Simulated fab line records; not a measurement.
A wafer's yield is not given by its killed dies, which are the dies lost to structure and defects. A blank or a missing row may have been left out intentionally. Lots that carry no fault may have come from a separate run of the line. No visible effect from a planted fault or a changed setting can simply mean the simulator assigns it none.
A struck lot beside a sound one :: flow n5_finfet :: 25 out of 1938 route steps
Sound: wafers L488.2, L488.3, L488.4. The struck wafers were L484.1, L484.2, L484.4. At the end, the cause is stated.
Order at every step that has rows: each side's tool, ch and its chambers, its first start. Under that, the readings that differ: sound wafers :: struck wafers :: difference of the means :: sigmas: that difference in standard deviations of wafers without a fault.
alike: same words and numbers on both sides, and readings whose means sit less than 2 such deviations apart. not compared: any withheld reading, any reading some wafer has no value for, any bound like >300 that may hide the same value, and any number with overlapping values for which the record gives no deviation.
A row with sigmas, a row that says differs or no value, or rows on one side alone: a step with any of these is where the two part. Numbers that have no deviation but don't overlap get no sigmas and don't part them. A reading that every wafer of one side lacks parts them only if that side has two wafers or more.

first, 9 steps without rows for these wafers: N5_DUMMY_GATE_COAT_35 (time 60 s, resist thk 10 nm); N5_DUMMY_GATE_COAT_28 (time 60 s, resist thk 10 nm); N5_DUMMY_GATE_COAT_09 (resist thk 30 nm); N5_DUMMY_GATE_EBR_11; N5_DUMMY_GATE_SOFTBAKE_10 (time 60 s); N5_DUMMY_GATE_EXPOSE_12 (exposes mask GATE, target cd 25 nm); N5_DUMMY_GATE_PEB_13 (peb time 60 s); N5_DUMMY_GATE_DEVELOP_14 (develop time 30 s); N5_DUMMY_GATE_DESCUM_20 (chemistry O2, time 6.2 s).
N5_DUMMY_GATE_ETCH_29: etches underlayer in N2/H2, target depth 13 nm.
  sound on rie_diel-06 ch 0,1,2, day 8 10:12; struck on rie_diel-06 ch 1,2, day 7 09:32
  no value came back on the struck wafers for any of 8 readings (bias_w (W), chamber_pressure_mTorr (mTorr) and others); on the sound wafers bias_w (W) reads 150.4 150.0 149.9
reading: model.CAR-EUV_of_DUMMY_GATE_COAT_09.thk_nm (nm)
sound: 19 19 19.2
struck: 26.6 26.6 26.6
difference: +7.5
sigmas: 
N5_DUMMY_GATE_ETCH_36: etches SiARC in CF4, target depth 13 nm.
  sound on rie_diel-06 ch 0,1,2, day 8 10:14; struck on rie_diel-06 ch 1,2, day 7 09:35
reading: oes_product_au (a.u.)
sound: 0.78 1.00 0.73
struck: 0.28 0.30 0.30
difference: -0.54
sigmas: -7

reading: model.CAR-EUV_of_DUMMY_GATE_COAT_09.thk_nm (nm)
sound: 11.4 11.2 11.6
struck: 19 19 19
difference: +8
sigmas: 
  alike: bias_w, cf4_flow_sccm, drypump_motor_current_A, rf_vpp_V, showerhead_plenum_p_Torr, throttle_valve_pct
  not compared: rf_hours_counter_h
then, 4 steps without rows for these wafers: N5_DUMMY_GATE_STRIP_38 (strips in N2/H2); N5_DUMMY_GATE_STRIP_39 (strips in N2/H2); N5_DUMMY_GATE_TRIM_49 (chemistry O2, time 29 s, target cd 14 nm); N5_DUMMY_GATE_STRIP_40 (strips in CF4).
N5_DUMMY_GATE_CD_MEAS_50: target cd 14 nm.
  sound on cd_sem-02, day 8 10:31; struck on cd_sem-01, day 7 09:52
reading: cd_nm (nm)
sound: 14.5 14.1 14.4
struck: - - -
difference: no value on the struck wafers
sigmas: 
N5_DUMMY_GATE_ETCH_31: etches SiO2 in C4F6/O2, target depth 82.5 nm, time 27.5 s.
  sound on rie_diel-03 ch 0,1,3, day 8 10:33; struck on rie_diel-02 ch 0,1,3, day 7 09:55
reading: oes_product_au (a.u.)
sound: 0.74 0.74 0.66
struck: 0.29 0.32 0.33
difference: -0.40
sigmas: -5
  alike: C4F6_flow_sccm, O2_flow_sccm, drypump_motor_current_A, rf_vpp_V, showerhead_plenum_p_Torr, throttle_valve_pct
  not compared: rf_hours_counter_h
then, 1 step without rows for these wafers: N5_DUMMY_GATE_STRIP_41 (strips in O2).
N5_DUMMY_GATE_HM_OPEN_21: chemistry CH3F/O2, target SiNx, target depth 120 nm, time 171.4 s.
  sound on rie_diel-03 ch 0,1,3, day 8 10:38; struck on rie_diel-02 ch 0,1,3, day 7 10:01
reading: oes_product_au (a.u.)
sound: 0.75 0.75 0.67
struck: 0.29 0.31 0.33
difference: -0.41
sigmas: -5
  alike: drypump_motor_current_A, rf_vpp_V, showerhead_plenum_p_Torr, throttle_valve_pct
  not compared: rf_hours_counter_h
then, 2 steps without rows for these wafers: N5_DUMMY_GATE_ETCH_32 (etches SiO2 in CF4, target depth 3.5 nm, time 3.9 s); N5_DUMMY_GATE_ETCH_23 (etches poly-Si in HBr/Cl2/O2, target depth 41 nm, time 22.3 s).
N5_DUMMY_GATE_ETCH_44: etches poly-Si in HBr/O2, stops on SiO2, target depth 127.5 nm.
  sound on rie_si-06 ch 0,1,3, day 8 10:53; struck on rie_si-04 ch 0,2,3, day 7 10:16
reading: oes_product_au (a.u.)
sound: 0.718 0.703 0.732
struck: 0.380 0.385 0.378
difference: -0.337
sigmas: -28
  alike: HBr_flow_sccm, O2_flow_sccm, drypump_motor_current_A, throttle_valve_pct
  not compared: rf_hours_counter_h
N5_DUMMY_GATE_CD_MEAS_24: target cd 15 nm.
  sound on cd_sem-01, day 8 11:00; struck on cd_sem-01, day 7 10:22
reading: cd_nm (nm)
sound: 15.2 14.9 15.2
struck: - - -
difference: no value on the struck wafers
sigmas: 
N5_BEOL_M4_RC_MEAS_101:
  the record has rows for the sound wafers here (prober-02 ch 0, day 17 05:15) and none for the struck ones
-- here the record skips 13 days between the struck wafers' starts before and after, leaving off in module BEOL_M4 and picking up in module PASSIVATION (first step shown: number 1936 of the route) --
N5_PASSIVATION_PROBE_49:
  sound on prober-02, day 21 21:23; struck on prober-01, day 20 04:14
reading: defect_limited_yield (%)
sound: 91.2 91.4 91.9
struck: 0 0 0
difference: -92
sigmas: -65

reading: killed_at_M0_to_M3
sound: 31 33 30
struck: 56 61 43
difference: +22
sigmas: +2

reading: killed_at_front_end
sound: 46 36 38
struck: 1098 1079 1113
difference: +1057
sigmas: +96

reading: killed_dies
sound: 104 102 96
struck: 1180 1180 1180
difference: +1079
sigmas: +63

reading: killed_on_rim
sound: 16 13 9
struck: 152 152 152
difference: +139
sigmas: +32

reading: sort_bin_5_function (%)
sound: 5.1 5.2 4.8
struck: 96.3 95.3 97.4
difference: +91.3
sigmas: +94

reading: sort_n_pass
sound: 1076 1078 1084
struck: 0 0 0
difference: -1079
sigmas: -63

reading: sort_yield_pct (%)
sound: 91.2 91.4 91.9
struck: 0 0 0
difference: -92
sigmas: -65
  alike: killed_at_M4_up, killed_at_contacts, killed_at_other, killed_open, killed_short, sort_bin_6_memory

== WHERE THEY PART ==
Earliest at N5_DUMMY_GATE_ETCH_29; latest, in this record, at N5_PASSIVATION_PROBE_49.

WHY: what the simulator had put in
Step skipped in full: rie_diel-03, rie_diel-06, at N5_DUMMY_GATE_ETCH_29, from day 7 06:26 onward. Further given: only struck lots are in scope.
